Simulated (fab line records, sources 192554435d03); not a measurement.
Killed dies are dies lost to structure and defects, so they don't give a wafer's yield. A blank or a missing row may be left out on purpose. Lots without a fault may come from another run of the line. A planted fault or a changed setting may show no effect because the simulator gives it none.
Chamber matching | flow n5_finfet | N5_BEOL_M5_STRIP_64 on rie_diel-01: 4 sister chambers
The step strips in CF4. 4 wafers are shown with their chamber, then 7 later ones without.

WAFERS WITH THEIR CHAMBER
wafer  | chamber | showerhead_plenum_p_Torr (Torr)
L082.5 | 0       | 1.89
L089.1 | 2       | 1.76
L092.2 | 3       | 1.81
L092.3 | 1       | 1.89

WAFERS WITHOUT THEIR CHAMBER
wafer  | showerhead_plenum_p_Torr (Torr)
L092.5 | 1.88
L097.1 | 1.76
L097.2 | 1.81
L097.3 | 1.88
L096.3 | 1.81
L096.4 | 1.88
L096.5 | 1.88

WHICH CHAMBER EACH WENT THROUGH
wafer  | from the rows above     | in truth
L092.5 | can't be placed: 0 or 1 | 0
L097.1 | 2                       | 2
L097.2 | 3                       | 3
L097.3 | can't be placed: 0 or 1 | 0
L096.3 | 3                       | 3
L096.4 | can't be placed: 0 or 1 | 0
L096.5 | can't be placed: 0 or 1 | 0
Placed correctly: 3 of 7. Can't be placed from these rows: 4 (the true chamber is among the candidates in 4). Placed wrongly: 0.
How it was worked out, from the rows above alone: a wafer's distance from a chamber is the root of the sum, over the readings, of the square of ((its reading less the chamber's mean) divided by the reading's scatter). The wafer belongs to the nearest chamber; if the next one is less than 2 further off, it can't be placed. A chamber's mean is the mean of its shown wafers. The scatter: with one shown wafer a chamber, the root of the mean of the squares of how far each hidden wafer lies from its nearest shown one.
